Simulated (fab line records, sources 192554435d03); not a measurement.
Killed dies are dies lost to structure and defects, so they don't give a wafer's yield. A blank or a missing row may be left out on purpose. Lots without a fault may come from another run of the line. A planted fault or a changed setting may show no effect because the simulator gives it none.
fab line records | flow n5_finfet | part 1 of 2: steps 1 to 18 of 31
record lots=5 wafers=15 last_day=18
route steps=1938 shown SD_EPI_P@305 SD_ACTIVATION@330 ILD0@335
lots that met no fault: from a run of the same line without faults
start_h: hours from the record's first day to the start of the lot's first wafer shown | wait_h: hours since the lot's step before | " the same as in the row above | L1.1+2: a row that stands for several wafers | - no value, or no start given | * or withheld: withheld | < > ~ a bound
route shown NAME@n: a module of which the file shows steps, and the number in the route of the first | usual: mean/standard deviation of fault-free wafers | same: alike in all rows | chamber/n: place in a boat | sites: the reading at each site | _std_site: their standard deviation | _edge_site: outer sites' mean less inner sites' | radius_mm: how far each site lies from the wafer's centre | mask NAME#n: copy n | behind: the tool/chamber that last shaped the wafer | hold: why the lot was held/for how many hours/how that ended | device: the transistor (n, p or np) that didn't switch | end of line: the same wafers' tests at the end of the route | a step without rows: its recipe alone | killed: dies lost to structure and defects at the first sort, not the wafer's yield | map: a wafer's dies, x killed, . not, _ none there
set.NAME: the setting as run; set.NAME@STEP: as run at that earlier step | model.NAME: the simulator's own value behind a step, which no gauge read
lots at some steps of the route; a table a step, a row a wafer
services: from which hour (start_h, from the record's first day; less than 0 if before it) a tool's chamber was out of use, for how many hours, and why
## steps
# step N5_SD_EPI_P_INSPECT_11
# recipe mode=adi inspect_instrument=macro
# usual raw_defect_count=2.2/1.5
# columns lot.wafer tool chamber start_h wait_h raw_defect_count
L076.1 defect_inspect-01 - 67.97 0.0 1
L076.2 " - " " 3
L076.5 " - " " 3
L081.4 defect_inspect-01 - 96.63 0.0 2
L081.5 " - " " 1
L081.6 " - " " 1
L084.1 defect_inspect-02 - 113.32 0.0 1
L084.3 " - " " 1
L084.6 " - " " 2
L094.1 defect_inspect-02 - 173.96 0.0 1
L094.2 " - " " 0
L094.4 " - " " 2
L097.1 defect_inspect-02 - 195.99 0.0 1
L097.3 " - " " 2
L097.5 " - " " 1
# step N5_SD_EPI_P_DESCUM_14
# recipe chemistry=O2 time_s=7.9 source_power_w=50 bias_power_w=20 pressure_mtorr=20 rf_frequency_hz=2.712e+07 temp_c=40 resist=CAR-ArF-block o2_flow_sccm=225
# usual drypump_motor_current_A=5.8/0.46 oes_product_au=0.75/0.071 rf_fwd_power_W=49.37/0.27 rf_vpp_V=242.8/1.6 showerhead_plenum_p_Torr=2.07/0.082 throttle_valve_pct=20.56/0.25
# columns lot.wafer tool chamber start_h wait_h drypump_motor_current_A oes_product_au rf_fwd_power_W rf_hours_counter_h rf_vpp_V showerhead_plenum_p_Torr throttle_valve_pct
L076.1 rie_diel-05 0 68.00 0.0 5.4 0.78 49.52 108 239.7 2.02 20.38
L076.2 " 1 " " 6.3 0.69 49.35 234 244.5 2.13 20.21
L076.5 " 1 " " 6.2 0.70 49.43 - 244.2 2.13 20.23
L081.4 rie_diel-05 2 96.66 0.0 5.4 0.69 49.21 238 243.9 2.16 20.91
L081.5 " 0 " " 5.4 0.77 49.99 - 242.7 2.02 20.38
L081.6 " 3 " " 5.9 0.80 49.77 - 244.1 2.20 20.67
L084.1 rie_diel-05 2 113.45 0.1 5.4 0.69 49.17 242 243.5 2.16 20.91
L084.3 " 0 " " 5.3 0.76 49.73 122 240.3 2.02 20.39
L084.6 " 3 " " 5.9 0.79 49.43 - 244.3 2.19 20.69
L094.1 rie_diel-01 2 174.00 0.0 6.0 0.75 49.62 149 241.4 2.01 20.18
L094.2 " 0 " " 6.7 0.72 49.17 210 243.7 2.05 20.28
L094.4 " 0 " " 6.7 0.73 49.04 - 242.2 2.05 20.28
L097.1 rie_diel-01 0 197.11 1.1 6.7 0.72 49.14 218 241.8 2.05 20.29
L097.3 " 1 " " 4.9 0.69 49.27 209 243.6 2.14 20.43
L097.5 " 0 " " 6.7 0.71 48.98 - 242.8 2.05 20.27
# step N5_SD_EPI_P_ETCH_36
# recipe chemistry=CF4 target=SiARC target_depth_a=455 mask_material=CAR-ArF-block time_s=75.8 ion_energy_ev=80 pressure_mtorr=40 source_w=545 bias_w=36 Ar_flow_sccm=100 cf4_flow_sccm=100 ends=cleared
# usual drypump_motor_current_A=5.8/0.46 etch_rf_on_time_s=75.9/1.8 oes_product_au=0.64/0.059 rf_fwd_power_W=539.0/2.2 rf_vpp_V=183.9/1.2 showerhead_plenum_p_Torr=2.13/0.073 throttle_valve_pct=15.80/0.23
# columns lot.wafer tool chamber start_h wait_h drypump_motor_current_A etch_rf_on_time_s oes_product_au rf_fwd_power_W rf_hours_counter_h rf_vpp_V showerhead_plenum_p_Torr throttle_valve_pct
L076.1 rie_diel-05 0 68.04 0.0 5.4 77.1 0.66 540.6 108 182.7 2.08 15.61
L076.2 " 1 " " 6.3 79.0 0.58 538.2 234 184.5 2.19 15.57
L076.5 " 1 " " 6.3 79.6 0.59 538.4 - 184.4 2.19 15.57
L081.4 rie_diel-05 2 96.69 0.0 5.4 77.0 0.58 536.3 238 184.4 2.21 16.14
L081.5 " 0 " " 5.4 77.9 0.65 539.8 - 182.6 2.08 15.61
L081.6 " 3 " " 5.9 76.3 0.68 541.5 - 185.6 2.23 15.72
L084.1 rie_diel-05 2 113.48 0.0 5.4 77.6 0.58 538.0 242 185.4 2.21 16.15
L084.3 " 0 " " 5.4 77.2 0.64 541.3 122 182.4 2.08 15.63
L084.6 " 3 " " 5.9 76.7 0.67 541.6 - 186.7 2.23 15.74
L094.1 rie_diel-01 2 174.03 0.0 6.0 79.2 0.61 541.4 149 183.2 2.07 15.45
L094.2 " 0 " " 6.7 74.5 0.63 536.3 210 184.9 2.13 15.69
L094.4 " 0 " " 6.7 75.0 0.63 535.6 - 184.6 2.13 15.70
L097.1 rie_diel-01 0 197.15 0.0 6.7 74.9 0.63 540.8 218 183.9 2.13 15.71
L097.3 " 1 " " 4.9 76.4 0.59 537.8 209 185.4 2.21 15.87
L097.5 " 0 " " 6.7 74.3 0.63 539.2 - 183.8 2.13 15.72
# step N5_SD_EPI_P_ETCH_37
# recipe chemistry=N2/H2 target=SOC overetch_a=1080 mask_material=SiARC temp_c=40 ion_energy_ev=100 source_w=3000 bias_w=133 pressure_mtorr=20 time_s=486 n2_flow_sccm=200 h2_flow_sccm=200 ends=end_point
# usual drypump_motor_current_A=5.8/0.45 oes_product_au=0.67/0.061 rf_fwd_power_W=2996/9.8 rf_vpp_V=240.5/1.4 showerhead_plenum_p_Torr=2.52/0.098 throttle_valve_pct=24.0/0.31
# columns lot.wafer tool chamber start_h wait_h drypump_motor_current_A oes_product_au rf_fwd_power_W rf_hours_counter_h rf_vpp_V showerhead_plenum_p_Torr throttle_valve_pct
L076.1 rie_diel-05 0 68.09 0.0 5.4 0.70 2986 109 241.1 2.46 24.0
L076.2 " 1 " " 6.2 0.62 2999 234 241.2 2.62 23.8
L076.5 " 1 " " 6.3 0.63 3016 - 240.3 2.62 23.8
L081.4 rie_diel-05 2 96.75 0.0 5.4 0.62 2993 238 242.7 2.62 24.4
L081.5 " 0 " " 5.4 0.68 2998 - 239.4 2.45 24.0
L081.6 " 3 " " 5.9 0.71 3018 - 242.2 2.66 24.3
L084.1 rie_diel-05 2 113.54 0.0 5.4 0.62 2997 242 241.7 2.62 24.4
L084.3 " 0 " " 5.4 0.67 3000 122 239.8 2.45 24.0
L084.6 " 3 " " 5.9 0.70 2985 - 242.4 2.65 24.3
L094.1 rie_diel-01 2 174.09 0.0 6.0 0.66 3007 149 239.3 2.44 23.5
L094.2 " 0 " " 6.7 0.66 3017 211 242.4 2.53 23.8
L094.4 " 0 " " 6.7 0.65 3012 - 240.6 2.53 23.8
L097.1 rie_diel-01 0 197.20 0.0 6.7 0.65 2995 218 240.4 2.52 23.8
L097.3 " 1 " " 4.9 0.63 3002 209 240.1 2.62 23.9
L097.5 " 0 " " 6.7 0.65 2990 - 241.4 2.52 23.8
# step N5_SD_EPI_P_STRIP_38
# recipe chemistry=N2/H2 temp_c=40 n2_flow_sccm=200 h2_flow_sccm=200 rf_frequency_hz=6e+07
# columns lot.wafer tool chamber start_h wait_h
L076.1+2+5 rie_diel-05 0,1,1 68.41 0.2
L081.4+5+6 rie_diel-05 2,0,3 97.06 0.2
L084.1+3+6 rie_diel-05 2,0,3 113.86 0.2
L094.1+2+4 rie_diel-01 2,0,0 174.40 0.2
L097.1+3+5 rie_diel-01 0,1,0 197.52 0.2
# step N5_SD_EPI_P_ETCHBACK_46
# recipe chemistry=CH3F/O2 mode=anisotropic_etchback target=SiNx target_depth_a=175 stop_on=SiO2 over_etch_frac=0.3 ion_energy_ev=120 pressure_mtorr=30 source_w=395 bias_w=73 Ar_flow_sccm=150 CH3F_flow_sccm=30 O2_flow_sccm=20
# usual CH3F_flow_sccm=30.01/0.089 drypump_motor_current_A=5.8/0.46 oes_product_au=0.64/0.059 rf_fwd_power_W=393.2/1.4 rf_vpp_V=297/5.9 showerhead_plenum_p_Torr=1.99/0.073 throttle_valve_pct=16.53/0.22
# columns lot.wafer tool chamber start_h wait_h CH3F_flow_sccm drypump_motor_current_A oes_product_au rf_fwd_power_W rf_hours_counter_h rf_vpp_V showerhead_plenum_p_Torr throttle_valve_pct
L076.1 rie_diel-05 0 68.42 0.0 30.15 5.4 0.66 394.7 109 296 1.94 16.32
L076.2 " 1 " " 30.07 6.2 0.61 391.3 234 310 2.05 16.30
L076.5 " 1 " " 29.93 6.2 0.60 390.6 - 310 2.05 16.30
L081.4 rie_diel-05 2 97.07 0.0 30.09 5.4 0.58 392.3 238 310 2.07 16.85
L081.5 " 0 " " 29.91 5.4 0.65 392.3 - 295 1.94 16.33
L081.6 " 3 " " 30.08 5.9 0.67 392.5 - 302 2.09 16.48
L084.1 rie_diel-05 2 113.87 0.0 29.98 5.4 0.59 394.3 242 310 2.07 16.86
L084.3 " 0 " " 30.06 5.4 0.65 394.1 122 295 1.93 16.34
L084.6 " 3 " " 30.08 5.9 0.67 395.6 - 302 2.09 16.49
L094.1 rie_diel-01 2 174.41 0.0 30.00 6.0 0.62 393.3 149 289 1.94 16.22
L094.2 " 0 " " 30.09 6.7 0.63 393.8 211 294 1.99 16.44
L094.4 " 0 " " 30.08 6.7 0.63 393.3 - 293 1.99 16.43
L097.1 rie_diel-01 0 197.53 0.0 30.03 6.7 0.62 393.6 218 292 1.98 16.44
L097.3 " 1 " " 30.06 4.9 0.59 392.8 209 301 2.06 16.55
L097.5 " 0 " " 30.02 6.7 0.62 392.8 - 292 1.99 16.46
# step N5_SD_EPI_P_ETCH_47
# recipe chemistry=CH3F/O2 target=SiOCN target_depth_a=250 mask_material=SOC ion_energy_ev=60 bias_w=29 pressure_mtorr=30 source_w=410 Ar_flow_sccm=150 CH3F_flow_sccm=30 O2_flow_sccm=20
# usual CH3F_flow_sccm=29.99/0.081 drypump_motor_current_A=5.8/0.46 oes_product_au=0.75/0.071 rf_fwd_power_W=408.0/1.4 rf_vpp_V=127.4/2.5 showerhead_plenum_p_Torr=1.99/0.073 throttle_valve_pct=16.50/0.21
# columns lot.wafer tool chamber start_h wait_h CH3F_flow_sccm drypump_motor_current_A oes_product_au rf_fwd_power_W rf_hours_counter_h rf_vpp_V showerhead_plenum_p_Torr throttle_valve_pct
L076.1 rie_diel-05 0 68.52 0.1 29.98 5.4 0.76 406.7 109 125.9 1.94 16.29
L076.2 " 1 " " 30.03 6.2 0.69 407.1 234 133.1 2.05 16.27
L076.5 " 1 " " 29.85 6.2 0.68 406.6 - 133.1 2.05 16.27
L081.4 rie_diel-05 2 97.17 0.1 30.12 5.4 0.69 407.5 238 132.4 2.07 16.84
L081.5 " 0 " " 30.05 5.4 0.75 409.4 - 126.0 1.94 16.31
L081.6 " 3 " " 30.06 5.9 0.78 409.7 - 128.4 2.09 16.47
L084.1 rie_diel-05 2 113.97 0.1 29.86 5.4 0.69 407.2 242 130.9 2.07 16.83
L084.3 " 0 " " 30.08 5.4 0.75 410.0 122 125.4 1.93 16.32
L084.6 " 3 " " 29.98 5.9 0.78 407.2 - 130.4 2.09 16.48
L094.1 rie_diel-01 2 174.51 0.1 29.98 6.0 0.73 409.6 150 124.8 1.94 16.21
L094.2 " 0 " " 29.97 6.7 0.73 408.4 211 126.4 1.99 16.41
L094.4 " 0 " " 29.86 6.7 0.73 408.4 - 124.8 1.99 16.42
L097.1 rie_diel-01 0 197.63 0.1 29.91 6.7 0.73 406.4 218 124.8 1.98 16.42
L097.3 " 1 " " 29.94 4.9 0.69 405.6 209 130.3 2.06 16.51
L097.5 " 0 " " 29.98 6.7 0.72 409.2 - 123.6 1.98 16.41
# step N5_SD_EPI_P_ETCH_16
# recipe chemistry=CHF3/O2 target=SiO2 target_depth_a=50 mask_material=SOC pressure_mtorr=30 source_w=650 bias_w=170 Ar_flow_sccm=200 CHF3_flow_sccm=50 O2_flow_sccm=5 ion_energy_ev=200
# usual drypump_motor_current_A=5.8/0.46 oes_product_au=0.75/0.07 rf_fwd_power_W=642/3.2 rf_vpp_V=524/10 showerhead_plenum_p_Torr=2.40/0.084 throttle_valve_pct=19.07/0.22
# columns lot.wafer tool chamber start_h wait_h drypump_motor_current_A oes_product_au rf_fwd_power_W rf_hours_counter_h rf_vpp_V showerhead_plenum_p_Torr throttle_valve_pct
L076.1 rie_diel-05 0 68.62 0.1 5.4 0.77 644 109 518 2.34 18.89
L076.2 " 1 " " 6.2 0.69 642 234 549 2.47 18.82
L076.5 " 1 " " 6.2 0.70 643 - 549 2.47 18.83
L081.4 rie_diel-05 2 97.27 0.1 5.4 0.68 639 238 545 2.49 19.37
L081.5 " 0 " " 5.4 0.75 643 - 519 2.34 18.90
L081.6 " 3 " " 5.9 0.77 644 - 530 2.52 19.07
L084.1 rie_diel-05 2 114.07 0.1 5.4 0.69 638 242 545 2.48 19.41
L084.3 " 0 " " 5.4 0.75 645 122 518 2.33 18.91
L084.6 " 3 " " 5.9 0.78 646 - 530 2.51 19.07
L094.1 rie_diel-01 2 174.61 0.1 6.0 0.73 646 150 510 2.33 18.70
L094.2 " 0 " " 6.7 0.73 642 211 517 2.40 18.97
L094.4 " 0 " " 6.7 0.74 642 - 515 2.40 18.96
L097.1 rie_diel-01 0 197.73 0.1 6.7 0.73 640 218 516 2.39 18.96
L097.3 " 1 " " 4.9 0.69 642 209 531 2.48 19.07
L097.5 " 0 " " 6.7 0.73 644 - 516 2.39 18.98
# step N5_SD_EPI_P_STRIP_50
# recipe chemistry=CHF3/O2 resist=SiARC rf_frequency_hz=6e+07
# columns lot.wafer tool chamber start_h wait_h
L076.1+2+5 rie_diel-05 0,1,1 68.66 0.0
L081.4+5+6 rie_diel-05 2,0,3 97.31 0.0
L084.1+3+6 rie_diel-05 2,0,3 114.11 0.0
L094.1+2+4 rie_diel-01 2,0,0 174.65 0.0
L097.1+3+5 rie_diel-01 0,1,0 197.77 0.0
# step N5_SD_EPI_P_SD_RECESS_17
# recipe chemistry=HBr/Cl2/O2 target_depth_a=391 bt_time_s=3 pressure_mtorr=10 icp_w=800 bias_w=112 HBr_flow_sccm=150 Cl2_flow_sccm=80 O2_flow_sccm=12
# usual drypump_motor_current_A=5.6/0.48 oes_product_au=1.007/0.014 rf_fwd_power_W=795.0/2.8 throttle_valve_pct=37.0/0.34
# columns lot.wafer tool chamber start_h wait_h drypump_motor_current_A oes_product_au rf_fwd_power_W rf_hours_counter_h throttle_valve_pct
L076.1 rie_si-01 0 68.69 0.0 5.7 0.993 796.7 112 37.1
L076.2 " 2 " " 5.3 1.013 790.7 154 36.6
L076.5 " 3 " " 5.7 0.993 797.7 - 36.9
L081.4 rie_si-06 1 97.38 0.1 4.8 1.026 797.3 - 36.5
L081.5 " 3 " " 6.2 1.012 796.0 - 37.1
L081.6 " 0 " " 5.3 1.000 799.0 - 37.0
L084.1 rie_si-01 1 114.14 0.0 6.6 1.004 800.6 160 37.3
L084.3 " 2 " " 5.3 1.005 787.4 155 36.7
L084.6 " 1 " " 6.6 0.997 797.5 - 37.3
L094.1 rie_si-06 2 174.68 0.0 5.9 1.027 792.6 1 36.7
L094.2 " 0 " " 5.2 1.005 799.0 52 37.0
L094.4 " 1 " " 4.8 1.034 795.0 38 36.5
L097.1 rie_si-04 0 197.80 0.0 5.6 1.014 792.7 171 37.8
L097.3 " 3 " " 5.3 0.990 788.8 86 37.6
L097.5 " 1 " " 5.4 1.011 792.8 - 37.1
# step N5_SD_EPI_P_WET_ETCH_45
# recipe chemistry=dHF dilution=withheld time_s=10.7 target=SiO2 target_depth_a=20 temp_c=25 dry=ipa_marangoni rinse_time_s=30 rinse_temp_c=23
# columns lot.wafer tool chamber start_h wait_h
L076.1+2+5 wet_bench-06 3,7,6 68.78 0.1
L081.4+5+6 wet_bench-06 6,0,5 97.44 0.0
L084.1+3+6 wet_bench-05 1,0,5 114.23 0.1
L094.1+2+4 wet_bench-06 4,2,3 174.78 0.1
L097.1+3+5 wet_bench-06 1,3,7 197.89 0.1
# step N5_SD_EPI_P_STRIP_40
# recipe chemistry=N2/H2 power_w=1000 temp_c=250 h2_frac=0.65 overash_fraction=0.3 pressure_mtorr=withheld n2_flow_sccm=1750 h2_flow_sccm=3250
# usual drypump_motor_current_A=5.8/0.37 heater_power_w=347/30 oes_product_au=0.761/0.011
# columns lot.wafer tool chamber start_h wait_h drypump_motor_current_A heater_power_w oes_product_au rf_hours_counter_h
L076.1 plasma_asher-01 1 68.83 0.0 6.1 326 0.768 86
L076.2 " 0 " " 6.1 364 0.758 86
L076.5 " 1 " " 6.1 323 0.758 -
L081.4 plasma_asher-01 1 97.51 0.1 6.0 327 0.750 -
L081.5 " 1 " " 6.1 328 0.773 -
L081.6 " 0 " " 6.0 365 0.759 -
L084.1 plasma_asher-01 0 114.30 0.0 6.0 378 0.764 98
L084.3 " 1 " " 6.1 320 0.748 -
L084.6 " 0 " " 6.0 381 0.778 -
L094.1 plasma_asher-01 1 174.83 0.0 6.1 317 0.785 112
L094.2 " 0 " " 6.0 372 0.753 112
L094.4 " 0 " " 6.1 374 0.758 -
L097.1 plasma_asher-02 1 197.94 0.0 5.1 385 0.779 52
L097.3 " 0 " " 5.7 301 0.763 -
L097.5 " 0 " " 5.7 311 0.761 -
# step N5_SD_EPI_P_PRECLEAN_52
# recipe chemistry=O3/DIW time_s=60 temp_c=22 o3_ppm=10
# columns lot.wafer tool chamber start_h wait_h
L076.1+2+5 wet_bench-05 2,1,4 68.92 -
L081.4+5+6 wet_bench-03 0,3,1 97.58 -
L084.1+3+6 wet_bench-05 4,5,0 114.39 -
L094.1+2+4 wet_bench-05 2,1,3 174.92 -
L097.1+3+5 wet_bench-03 4,3,6 198.03 -
# step N5_SD_EPI_P_SRD_20
# recipe dry=ipa_marangoni do_ppb=5 time_s=30 temp_c=23 rinse_liquid=diw
# columns lot.wafer tool chamber start_h wait_h
L076.1+2+5 wet_bench-05 2,1,4 68.94 0.0
L081.4+5+6 wet_bench-03 0,3,1 97.60 0.0
L084.1+3+6 wet_bench-05 4,5,0 114.43 0.0
L094.1+2+4 wet_bench-05 2,1,3 174.94 0.0
L097.1+3+5 wet_bench-03 4,3,6 198.05 0.0
# step N5_SD_EPI_P_PRECLEAN_51
# recipe chemistry=NF3:NH3 afs_cycles=1 temp_c=30 time_s=20 sublimation_temp_c=180 sublimation_time_s=60 pressure_torr=3 rf_power_w=30
# usual rf_fwd_power_W=29.78/0.097
# same afs_cycles=1
# columns lot.wafer tool chamber start_h wait_h rf_fwd_power_W
L076.1 epi_rpcvd-02 0 68.99 0.0 29.67
L076.2 " 0 " " 29.79
L076.5 " 0 " " 29.65
L081.4 epi_rpcvd-03 0 97.74 0.1 29.77
L081.5 " 0 " " 29.91
L081.6 " 0 " " 29.87
L084.1 epi_rpcvd-04 0 114.50 0.0 29.92
L084.3 " 0 " " 29.94
L084.6 " 0 " " 29.95
L094.1 epi_rpcvd-02 0 174.99 0.0 29.57
L094.2 " 0 " " 29.63
L094.4 " 0 " " 29.52
L097.1 epi_rpcvd-03 0 198.10 0.0 29.85
L097.3 " 0 " " 29.93
L097.5 " 0 " " 29.78
# step N5_SD_EPI_P_VAPOR_ETCH_44
# recipe chemistry=NF3/Ar target=SiGe30 temp_c=25 time_s=3.3 mode=isotropic
# columns lot.wafer tool chamber start_h wait_h
L076.1+2+5 epi_rpcvd-02 0 69.17 0.1
L081.4+5+6 epi_rpcvd-03 0 97.92 0.1
L084.1+3+6 epi_rpcvd-04 0 114.68 0.1
L094.1+2+4 epi_rpcvd-02 0 175.17 0.1
L097.1+3+5 epi_rpcvd-03 0 198.28 0.1
# step N5_SD_EPI_P_EPI_21
# recipe material=SiGe:B dopant=B temp_c=550 pressure_torr=20 ambient=H2 time_s=355
# columns lot.wafer tool chamber start_h wait_h
L076.1+2+5 epi_rpcvd-02 0 69.35 0.1
L081.4+5+6 epi_rpcvd-03 0 99.09 1.1
L084.1+3+6 epi_rpcvd-04 0 114.86 0.1
L094.1+2+4 epi_rpcvd-02 0 175.35 0.1
L097.1+3+5 epi_rpcvd-03 0 198.46 0.1
# step N5_SD_EPI_P_EPI_MEAS_23
# recipe mode=xrd
# usual thk_nm=61.0/1.3
# columns lot.wafer tool chamber start_h wait_h thk_nm
L076.1 film_metro-02 - 71.55 1.8 59.5
L076.2 " - " " 60.7
L076.5 " - " " 59.9
L081.4 film_metro-02 - 100.21 0.8 59.1
L081.5 " - " " 59.5
L081.6 " - " " 60.9
L084.1 film_metro-02 - 117.07 1.9 61.0
L084.3 " - " " 61.6
L084.6 " - " " 61.6
L094.1 film_metro-01 - 177.54 1.8 60.8
L094.2 " - " " 61.0
L094.4 " - " " 61.9
L097.1 film_metro-01 - 200.65 1.8 63.3
L097.3 " - " " 60.8
L097.5 " - " " 63.4
